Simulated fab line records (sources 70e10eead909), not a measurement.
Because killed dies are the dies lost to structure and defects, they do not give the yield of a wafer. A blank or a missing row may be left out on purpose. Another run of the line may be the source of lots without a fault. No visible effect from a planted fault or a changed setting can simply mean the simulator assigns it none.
Matching of chambers | flow nand-harc | NHARC_A_BLC_CMP_25 on cmp-03: 4 sister chambers
The step polishes, t overpolish 30 s, target thk 150 nm. 4 wafers are shown with their chamber, then 6 later ones without.

== WAFERS WITH THEIR CHAMBER ==
wafer  | chamber | motor-current-A (A)
L286.3 | 1       | 11.9
L295.1 | 2       | 11.5
L295.3 | 0       | 13.0
L295.6 | 3       | 13.4

== WAFERS WHOSE CHAMBER IS MISSING ==
wafer  | motor-current-A (A)
L298.1 | 11.5
L298.2 | 13.1
L298.6 | 12.0
L297.2 | 13.7
L297.4 | 12.2
L297.5 | 11.7

== CHAMBER TAKEN BY EACH ==
wafer  | from the rows above     | in truth
L298.1 | 2                       | 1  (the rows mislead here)
L298.2 | can't be placed: 0 or 3 | 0
L298.6 | 1                       | 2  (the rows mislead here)
L297.2 | 3                       | 3
L297.4 | 1                       | 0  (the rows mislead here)
L297.5 | can't be placed: 2 or 1 | 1
1 of 6 placed correctly. Can't be placed from these rows: 2 (the true chamber is among the candidates in 2). Number placed wrongly: 3.
How it was worked out, from the rows above alone: a wafer's distance from a chamber is the root of the sum, over the readings, of the square of ((its reading less the chamber's mean) divided by the reading's scatter). If the next closest chamber is less than 2 further off than the closest, the wafer can't be placed; otherwise it belongs to the closest. Each chamber's mean is taken over the wafers shown for it. The scatter: root of mean squared gap, hidden wafer to nearest shown wafer, with one shown wafer a chamber.
